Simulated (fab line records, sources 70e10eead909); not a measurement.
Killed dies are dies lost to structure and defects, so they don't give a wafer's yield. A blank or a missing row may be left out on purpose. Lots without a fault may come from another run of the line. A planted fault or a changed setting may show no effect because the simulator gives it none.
fab line records | flow nand_harc
record lots=6 wafers=18 last_day=32
route steps=1302 shown P_M0@282 P_M1@285
lots that met no fault: from a run of the same line without faults
start_h: hours from the record's first day to the start of the lot's first wafer shown | wait_h: hours since the lot's step before | " the same as in the row above | L1.1+2: a row that stands for several wafers | - no value, or no start given | * or withheld: withheld | < > ~ a bound
route shown NAME@n: a module of which the file shows steps, and the number in the route of the first | usual: mean/standard deviation of fault-free wafers | same: alike in all rows | chamber/n: place in a boat | sites: the reading at each site | _std_site: their standard deviation | _edge_site: outer sites' mean less inner sites' | radius_mm: how far each site lies from the wafer's centre | mask NAME#n: copy n | behind: the tool/chamber that last shaped the wafer | hold: why the lot was held/for how many hours/how that ended | device: the transistor (n, p or np) that didn't switch | end of line: the same wafers' tests at the end of the route | a step without rows: its recipe alone | killed: dies lost to structure and defects at the first sort, not the wafer's yield | map: a wafer's dies, x killed, . not, _ none there
set.NAME: the setting as run; set.NAME@STEP: as run at that earlier step | model.NAME: the simulator's own value behind a step, which no gauge read
lots at some steps of the route; a table a step, a row a wafer
services: from which hour (start_h, from the record's first day; less than 0 if before it) a tool's chamber was out of use, for how many hours, and why
## steps
# step NHARC_P_M0_INSPECT_27
# usual raw_defect_count=282/120
# columns lot.wafer tool chamber start_h wait_h raw_defect_count
L414.2 defect_inspect-02 - 130.92 0.0 284
L414.5 " - " " 501
L414.6 " - " " 316
L416.3 defect_inspect-01 - 149.88 0.0 155
L416.5 " - " " 175
L416.6 " - " " 299
L428.1 defect_inspect-01 - 271.71 0.0 188
L428.2 " - " " 96
L428.6 " - " " 315
L430.1 defect_inspect-01 - 288.12 0.0 312
L430.2 " - " " 408
L430.4 " - " " 321
L433.1 defect_inspect-02 - 323.60 0.0 206
L433.3 " - " " 237
L433.4 " - " " 382
L434.1 defect_inspect-01 - 330.87 0.0 563
L434.4 " - " " 363
L434.5 " - " " 554
# step NHARC_P_M0_PRE_CLEAN_31
# recipe time_s=12 temp_c=370 rf_power_w=300 gas=NH3
# usual heater_power_w=644/72 susceptor_temp_C=369.99/0.23
# columns lot.wafer tool chamber start_h wait_h heater_power_w susceptor_temp_C
L414.2 pecvd-02 0 131.01 0.1 610 370.25
L414.6 " 2 " " 642 369.93
L414.5 " 0 " " 593 370.05
L416.3 pecvd-02 1 149.97 0.1 750 370.12
L416.6 " 0 " " 613 369.45
L416.5 " 1 " " 747 370.12
L428.1 pecvd-03 2 271.78 0.1 669 369.83
L428.2 " 1 " " 575 370.11
L428.6 " 2 " " 657 369.90
L430.1 pecvd-01 0 288.19 0.1 612 369.99
L430.2 " 2 " " 705 369.92
L430.4 " 0 " " 598 370.17
L433.1 pecvd-02 1 323.74 0.1 781 370.07
L433.3 " 0 " " 596 370.25
L433.4 " 1 " " 833 370.22
L434.1 pecvd-01 0 330.96 0.1 646 369.90
L434.4 " 1 " " 585 369.85
L434.5 " 0 " " 651 370.16
# step NHARC_P_M0_DEP_32
# recipe target_thk_a=300 temp_c=370 target_thk_nm=30 pressure_torr=3 flow_sccm=200 rf_w=450 material=SiCN
# usual heater_power_w=590/77 susceptor_temp_C=369.98/0.21
# columns lot.wafer tool chamber start_h wait_h heater_power_w susceptor_temp_C
L414.2 pecvd-02 0 131.16 0.1 596 369.99
L414.6 " 2 " " 548 369.93
L414.5 " 0 " " 589 370.06
L416.3 pecvd-02 1 150.11 0.1 639 369.71
L416.6 " 0 " " 622 370.26
L416.5 " 1 " " 648 370.13
L428.1 pecvd-03 2 271.86 0.1 709 370.08
L428.2 " 1 " " 451 369.84
L428.6 " 2 " " 687 370.34
L430.1 pecvd-01 0 288.27 0.1 580 370.01
L430.2 " 2 " " 617 370.05
L430.4 " 0 " " 579 369.84
L433.1 pecvd-02 1 323.90 0.1 676 370.13
L433.3 " 0 " " 513 369.80
L433.4 " 1 " " 673 370.00
L434.1 pecvd-01 0 331.10 0.1 596 370.01
L434.4 " 1 " " 548 369.79
L434.5 " 0 " " 606 370.18
# step NHARC_P_M1_DEP_00
# recipe target_thk_a=1825 target_thk_nm=182.5 temp_c=withheld pressure_torr=5 flow_sccm=200 rf_w=600 material=SiOC
# step NHARC_P_M1_DEHYDRATE_01
# recipe temp_c=150 time_s=120
# step NHARC_P_M1_HMDS_02
# recipe time_s=30
# step NHARC_P_M1_COAT_34
# recipe temp_c=200 time_s=65
# step NHARC_P_M1_COAT_03
# recipe spin_rpm=1500 resist_thk_nm=90
# step NHARC_P_M1_SOFTBAKE_04
# recipe temp_c=105 time_s=55
# step NHARC_P_M1_EBR_05
# step NHARC_P_M1_EXPOSE_06
# recipe na=1.35 target_cd_nm=130 dose_mj=81.88 mask_id=P_M1
# step NHARC_P_M1_PEB_07
# recipe peb_temp_c=100 peb_time_s=65
# usual heater_power_total_W=156.6/0.42 plate_temp_C=99.98/0.14
# same peb_time_s=65
# columns lot.wafer tool chamber start_h wait_h heater_power_total_W plate_temp_C
L414.2 litho_track-06 0 132.24 0.1 155.9 99.98
L414.5 " 0 " " 157.2 100.01
L414.6 " 0 " " 156.9 99.92
L416.3 litho_track-04 0 151.06 0.0 156.9 99.71
L416.5 " 0 " " 156.1 99.82
L416.6 " 0 " " 157.1 100.09
L428.1 litho_track-04 0 273.03 0.1 170.1 105.92
L428.2 " 0 " " 169.9 106.12
L428.6 " 0 " " 170.3 106.03
L430.1 litho_track-04 0 289.43 0.1 169.6 106.33
L430.2 " 0 " " 169.2 106.03
L430.4 " 0 " " 170.1 106.11
L433.1 litho_track-06 0 325.14 0.1 157.1 100.24
L433.3 " 0 " " 157.1 100.02
L433.4 " 0 " " 155.9 100.11
L434.1 litho_track-06 0 332.20 0.1 156.6 99.88
L434.4 " 0 " " 157.0 99.75
L434.5 " 0 " " 156.4 99.99
# step NHARC_P_M1_DEVELOP_08
# recipe develop_time_s=35 dev_temp_c=23
# step NHARC_P_M1_CD_MEAS_09
# recipe target_cd_nm=130 landing_energy_ev=500
# usual cd_nm=129.6/0.68
# columns lot.wafer tool chamber start_h wait_h cd_nm
L414.2 cd_sem-02 0 132.32 - 129.8
L414.5 " 0 " " 130.2
L414.6 " 0 " " 130.0
L416.3 cd_sem-02 0 151.14 - 129.6
L416.5 " 0 " " 129.5
L416.6 " 0 " " 130.6
L428.1 cd_sem-01 0 273.11 - 147.3
L428.2 " 0 " " 149.4
L428.6 " 0 " " 148.0
L430.1 cd_sem-02 0 289.51 - 148.3
L430.2 " 0 " " 148.7
L430.4 " 0 " " 149.6
L433.1 cd_sem-01 0 325.21 - 128.8
L433.3 " 0 " " 128.9
L433.4 " 0 " " 128.7
L434.1 cd_sem-03 0 332.28 - 130.3
L434.4 " 0 " " 129.9
L434.5 " 0 " " 129.8
# step NHARC_P_M1_OVL_MEAS_10
# recipe pitch_nm=260
# usual overlay_x_nm=-0.2/0.78 overlay_y_nm=0.0/0.74
# columns lot.wafer tool chamber start_h wait_h overlay_x_nm overlay_y_nm
L414.2 overlay-02 - 132.41 - -0.1 1.7
L414.5 " - " " -0.6 1.1
L414.6 " - " " -0.3 1.4
L416.3 overlay-01 - 151.23 - 0.3 -0.5
L416.5 " - " " 0.8 -0.8
L416.6 " - " " 0.3 0.0
L428.1 overlay-01 - 273.19 - 0.3 0.0
L428.2 " - " " 0.0 0.0
L428.6 " - " " -0.1 0.3
L430.1 overlay-01 - 289.60 - -1.5 -0.4
L430.2 " - " " -1.1 -0.9
L430.4 " - " " -1.7 -0.6
L433.1 overlay-02 - 325.30 - 0.4 -0.1
L433.3 " - " " 0.3 -0.1
L433.4 " - " " 0.0 0.1
L434.1 overlay-01 - 332.36 - 0.7 -0.6
L434.4 " - " " 0.1 -0.3
L434.5 " - " " 0.7 0.3
# step NHARC_P_M1_INSPECT_11
# usual raw_defect_count=5/3
# columns lot.wafer tool chamber start_h wait_h raw_defect_count
L414.2 defect_inspect-01 - 132.44 0.0 2
L414.5 " - " " 4
L414.6 " - " " 5
L416.3 defect_inspect-02 - 151.26 0.0 6
L416.5 " - " " 10
L416.6 " - " " 3
L428.1 defect_inspect-01 - 273.23 0.0 6
L428.2 " - " " 6
L428.6 " - " " 0
L430.1 defect_inspect-02 - 289.64 0.0 5
L430.2 " - " " 4
L430.4 " - " " 3
L433.1 defect_inspect-02 - 325.34 0.0 5
L433.3 " - " " 9
L433.4 " - " " 5
L434.1 defect_inspect-01 - 332.40 0.0 1
L434.4 " - " " 1
L434.5 " - " " 6
# step NHARC_P_M1_DESCUM_14
# recipe time_s=3 o2_flow_sccm=200 ar_flow_sccm=0 bias_power_w=0 chemistry=O2
# usual drypump_motor_current_A=5.93/0.29 oes_product_au=0.999/0.0097 rf_vpp_V=57.8/0.88 showerhead_plenum_p_Torr=1.93/0.083 throttle_valve_pct=11.311/0.0086
# columns lot.wafer tool chamber start_h wait_h drypump_motor_current_A oes_product_au rf_hours_counter_h rf_vpp_V showerhead_plenum_p_Torr throttle_valve_pct model.P_M1.cd_nm
L414.2 rie_diel-11 2 132.50 0.1 5.54 0.988 3 57.6 1.94 11.297 130.8
L414.6 " 2 " " 5.55 0.986 - 57.6 1.94 11.318 130.4
L414.5 " 3 " " 5.89 0.996 - 57.4 1.87 11.310 130
L416.3 rie_diel-02 0 151.33 0.1 5.62 0.990 35 58.9 1.82 11.311 130.4
L416.5 " 0 " " 5.63 0.995 - 56.6 1.82 11.297 130.8
L416.6 " 1 " " 5.35 0.999 - 57.9 1.99 11.304 130.8
L428.1 rie_diel-11 0 273.29 0.1 6.50 0.995 0 57.1 2.00 11.313 147.9
L428.2 " 1 " " 6.14 1.002 0 58.2 1.77 11.313 149.2
L428.6 " 1 " " 6.17 0.994 - 57.0 1.77 11.317 147.7
L430.1 rie_diel-09 1 289.70 0.1 5.87 0.996 8 56.9 1.96 11.313 147.9
L430.2 " 2 " " 5.82 1.006 12 57.2 1.96 11.310 147.1
L430.4 " 0 " " 5.96 0.995 13 58.6 2.06 11.315 149.5
L433.4 rie_diel-02 3 325.40 0.1 5.26 0.987 31 57.3 2.05 11.311 128.9
L433.3 " 0 " " 5.62 1.012 29 55.2 1.81 11.316 128.5
L433.1 " 2 " " 5.97 1.018 28 57.3 1.83 11.316 129.3
L434.1 rie_diel-09 3 332.46 0.1 6.14 1.011 0 57.8 1.89 11.315 130.1
L434.4 " 2 " " 5.79 1.013 0 58.3 1.96 11.326 129.9
L434.5 " 0 " " 5.99 0.975 - 59.4 2.06 11.322 129.8
# step NHARC_P_M1_ETCH_35
# recipe target_depth_a=400 overetch_a=120 time_s=43.94 ion_energy_ev=200 n2_flow_sccm=150 h2_flow_sccm=150 ar_flow_sccm=0 rf_w=400 bias_w=150 chemistry=N2/H2
# usual drypump_motor_current_A=5.95/0.3 oes_product_au=0.999/0.01 rf_vpp_V=431.0/2.8 showerhead_plenum_p_Torr=2.06/0.094 throttle_valve_pct=14.170/0.0085
# columns lot.wafer tool chamber start_h wait_h drypump_motor_current_A oes_product_au rf_hours_counter_h rf_vpp_V showerhead_plenum_p_Torr throttle_valve_pct
L414.2 rie_diel-11 2 132.61 0.1 5.56 0.995 3 431.7 2.07 14.175
L414.5 " 3 " " 5.89 1.002 - 429.5 1.99 14.180
L414.6 " 0 " " 6.47 1.003 - 433.9 2.14 14.166
L416.3 rie_diel-02 1 151.41 0.1 5.36 0.998 20 432.4 2.12 14.164
L416.6 " 1 " " 5.37 0.987 - 433.0 2.12 14.165
L416.5 " 2 " " 5.96 0.985 - 428.0 1.96 14.169
L428.1 rie_diel-11 3 273.38 0.1 5.89 0.990 0 429.3 1.99 14.162
L428.2 " 2 " " 5.54 1.002 0 429.2 2.06 14.154
L428.6 " 3 " " 5.84 0.982 - 429.9 1.99 14.168
L430.4 rie_diel-09 2 289.79 0.1 5.81 0.996 12 432.4 2.09 14.185
L430.1 " 3 " " 6.13 0.987 12 429.3 2.01 14.174
L430.2 " 0 " " 5.96 0.994 13 434.5 2.20 14.168
L433.1 rie_diel-02 3 325.49 0.1 5.27 0.998 31 435.1 2.18 14.174
L433.3 " 0 " " 5.64 1.006 29 427.2 1.92 14.171
L433.4 " 1 " " 5.36 1.018 27 432.1 2.10 14.167
L434.4 rie_diel-09 2 332.55 0.1 5.76 1.005 0 431.6 2.09 14.165
L434.1 " 3 " " 6.10 1.017 0 429.8 2.01 14.179
L434.5 " 2 " " 5.80 1.014 - 431.7 2.09 14.148
# step NHARC_P_M1_ETCH_15
# recipe target_depth_a=1825 time_s=91.2 c4f8_flow_sccm=withheld ar_flow_sccm=400 rf_w=600 bias_w=300 chemistry=C4F8/Ar
# usual oes_product_au=0.959/0.02 rf_vpp_V=441.3/2.7
# columns lot.wafer tool chamber start_h wait_h oes_product_au rf_hours_counter_h rf_vpp_V
L414.2 rie_diel-11 3 - - 0.954 3 438.2
L414.6 " 2 " " 0.947 - 443.0
L414.5 " 3 " " 0.960 - 440.6
L416.3 rie_diel-02 0 - - 0.925 35 439.0
L416.6 " 0 " " 0.925 - 437.5
L416.5 " 1 " " 0.929 - 442.6
L428.2 rie_diel-11 3 - - 0.959 0 439.3
L428.1 " 1 " " 0.951 0 438.2
L428.6 " 2 " " 0.979 - 441.7
L430.1 rie_diel-09 1 - - 0.963 8 441.5
L430.4 " 3 " " 0.970 12 440.7
L430.2 " 0 " " 0.980 13 444.3
L433.3 rie_diel-02 3 - - 0.952 31 445.5
L433.4 " 0 " " 0.991 29 436.9
L433.1 " 1 " " 0.989 27 442.6
L434.1 rie_diel-09 1 - - 0.984 0 442.2
L434.4 " 2 " " 0.984 0 442.9
L434.5 " 0 " " 0.948 - 444.1
# step NHARC_P_M1_CD_MEAS_16
# usual cd_nm=129.5/1.1
# columns lot.wafer tool chamber start_h wait_h cd_nm
L414.2 cd_sem-02 - 132.81 - 130.8
L414.5 " - " " 129.4
L414.6 " - " " 131.6
L416.3 cd_sem-03 - 151.64 - 130.7
L416.5 " - " " 130.9
L416.6 " - " " 131.3
L428.1 cd_sem-01 - 273.60 - 147.8
L428.2 " - " " 148.9
L428.6 " - " " 147.2
L430.1 cd_sem-01 - 290.00 - 148.4
L430.2 " - " " 147.2
L430.4 " - " " 149.0
L433.1 cd_sem-01 - 325.70 - 129.6
L433.3 " - " " 128.9
L433.4 " - " " 129.0
L434.1 cd_sem-01 - 332.77 - 131.3
L434.4 " - " " 129.8
L434.5 " - " " 130.2
# step NHARC_P_M1_STRIP_18
# recipe power_w=1000 n2_flow_sccm=150 h2_flow_sccm=150 ar_flow_sccm=0 bias_w=0 chemistry=N2/H2
# usual drypump_motor_current_A=5.90/0.29 oes_product_au=1.000/0.011 rf_vpp_V=90.8/1 showerhead_plenum_p_Torr=2.06/0.094 throttle_valve_pct=14.170/0.0087
# columns lot.wafer tool chamber start_h wait_h drypump_motor_current_A oes_product_au rf_hours_counter_h rf_vpp_V showerhead_plenum_p_Torr throttle_valve_pct
L414.2 rie_diel-09 1 132.88 0.1 5.86 0.988 10 90.7 2.10 14.177
L414.5 " 1 " " 5.87 0.980 - 91.7 2.10 14.189
L414.6 " 0 " " 5.96 0.994 - 90.5 2.20 14.169
L416.3 rie_diel-11 0 151.76 0.1 6.45 1.012 6 92.3 2.14 14.156
L416.6 " 2 " " 5.53 1.009 - 90.9 2.06 14.164
L416.5 " 3 " " 5.90 1.017 - 90.8 1.99 14.162
L428.2 rie_diel-09 1 273.70 0.1 5.85 0.991 7 89.8 2.10 14.182
L428.1 " 3 " " 6.14 0.989 10 91.5 2.01 14.155
L428.6 " 1 " " 5.84 0.998 - 90.5 2.10 14.181
L430.2 rie_diel-02 3 290.10 0.1 5.25 0.997 19 92.9 2.19 14.162
L430.4 " 0 " " 5.65 1.009 17 88.3 1.93 14.159
L430.1 " 1 " " 5.34 1.013 15 91.7 2.11 14.169
L433.3 rie_diel-02 1 325.78 0.1 5.37 1.018 27 90.3 2.10 14.185
L433.1 " 3 " " 5.24 0.993 32 90.5 2.19 14.151
L433.4 " 0 " " 5.64 1.002 29 89.2 1.92 14.171
L434.1 rie_diel-11 1 332.84 0.1 6.17 0.998 2 89.2 1.88 14.186
L434.4 " 2 " " 5.53 1.003 2 91.8 2.06 14.160
L434.5 " 1 " " 6.19 1.001 - 89.9 1.88 14.175
# step NHARC_P_M1_ETCH_28
# recipe target_depth_a=300 over_etch_frac=0.3 time_s=72.99 ion_energy_ev=150 cf4_flow_sccm=50 n2_flow_sccm=100 ar_flow_sccm=150 rf_w=300 bias_w=100 chemistry=CF4/N2
# usual drypump_motor_current_A=5.9/0.3 oes_product_au=1.000/0.01 rf_vpp_V=314.6/2.1 showerhead_plenum_p_Torr=2.65/0.11 throttle_valve_pct=19.795/0.0096
# same over_etch_frac=0.3
# columns lot.wafer tool chamber start_h wait_h drypump_motor_current_A oes_product_au rf_hours_counter_h rf_vpp_V showerhead_plenum_p_Torr throttle_valve_pct model.P_M1.cd_nm
L414.2 rie_diel-09 1 - - 5.9 0.991 10 316.1 2.70 19.810 131
L414.6 " 2 " " 5.8 1.012 - 315.4 2.69 19.800 132.3
L414.5 " 1 " " 5.9 0.995 - 315.1 2.70 19.810 128.9
L416.3 rie_diel-11 2 - - 5.5 1.012 5 313.5 2.66 19.795 130.4
L416.5 " 3 " " 5.9 1.009 - 313.3 2.57 19.789 130.9
L416.6 " 0 " " 6.5 1.009 - 314.6 2.74 19.800 129.4
L428.2 rie_diel-09 0 - - 6.0 1.006 11 316.7 2.81 19.789 149.6
L428.1 " 3 " " 6.1 0.992 11 313.5 2.59 19.800 147.9
L428.6 " 1 " " 5.9 1.001 - 316.5 2.69 19.800 148.7
L430.1 rie_diel-02 0 - - 5.6 1.005 17 312.5 2.49 19.797 149.2
L430.4 " 1 " " 5.3 1.018 15 314.5 2.70 19.801 148.6
L430.2 " 3 " " 5.2 0.998 19 316.5 2.80 19.780 147.7
L433.1 rie_diel-02 1 - - 5.3 1.019 27 316.5 2.70 19.809 129.4
L433.4 " 2 " " 5.9 1.019 28 310.0 2.51 19.793 129.5
L433.3 " 3 " " 5.3 0.996 32 316.8 2.80 19.794 129.6
L434.1 rie_diel-11 2 - - 5.5 1.003 2 313.9 2.65 19.799 131
L434.4 " 3 " " 5.9 0.992 2 312.3 2.56 19.804 129.3
L434.5 " 1 " " 6.2 1.004 - 311.5 2.44 19.792 129.8
# step NHARC_P_M1_STRIP_19
# recipe time_s=600 temp_c=30 chemistry=post_etch_residue_remover
## services
# columns tool chamber start_h hours kind
rie_diel-09 3 112.43 26.0 repair
pecvd-01 - 113.22 1.3 repair
rie_diel-11 2 125.77 6.5 repair
pecvd-01 - 130.08 13.0 pm
rie_diel-02 1 139.29 3.9 repair
rie_diel-09 - 143.10 9.0 pm
pecvd-03 1 158.90 13.6 repair
rie_diel-09 1 161.20 4.3 repair
litho_track-06 - 179.00 7.0 pm
pecvd-01 1 181.38 3.8 repair
pecvd-01 - 182.49 1.7 repair
rie_diel-09 1 189.00 34.1 repair
rie_diel-02 0 191.14 11.7 repair
litho_track-04 - 203.00 7.0 pm
rie_diel-09 3 209.28 3.9 repair
rie_diel-02 - 216.72 9.0 pm
pecvd-02 - 227.33 13.0 pm
rie_diel-11 - 255.50 9.0 pm
pecvd-02 2 260.19 131.5 repair
rie_diel-02 2 265.08 6.6 repair
rie_diel-02 - 267.28 0.6 repair
rie_diel-11 - 280.21 37.0 repair
pecvd-01 - 311.08 13.0 pm
rie_diel-09 - 320.10 9.0 pm
## key
first_sign step=NHARC_P_M1_PEB_07 reading=plate_temp_C direction=up sigmas=45 usual=* struck=*
effect step=NHARC_P_M1_PEB_07 reading=heater_power_total_W direction=up sigmas=32 usual=* struck=*
effect step=NHARC_P_M1_CD_MEAS_09 reading=cd_nm direction=up sigmas=28 usual=129.6 struck=148.6
effect step=NHARC_P_M1_CD_MEAS_16 reading=cd_nm direction=up sigmas=17 usual=129.5 struck=148.1
model_effect step=NHARC_P_M1_DESCUM_14 value=P_M1.cd_nm without=129.4 struck=148.2
model_effect step=NHARC_P_M1_ETCH_28 value=P_M1.cd_nm without=129.8 struck=148.6
met_at NHARC_P_M1_PEB_07
struck_wafers L428.1,L428.2,L428.6,L430.1,L430.2,L430.4
rows_end L428.1,L428.6,L430.1,L430.4
sort_left_out L428.2,L430.2
onset_between 151.06 273.03
fault kind=process_parameter_drift tool=litho_track-04 chamber=- onset_h=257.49 steps=NHARC_P_M1_PEB_07 channel=peb_temp_c offset=* shape=step acts_in=* stated=*
# sort_left_out: the simulated sort isn't trusted on such a fault, so these wafers' sort isn't shown, and their yield isn't known
# rows_end: these wafers met a further fault down the route, and their rows from its step on are left out
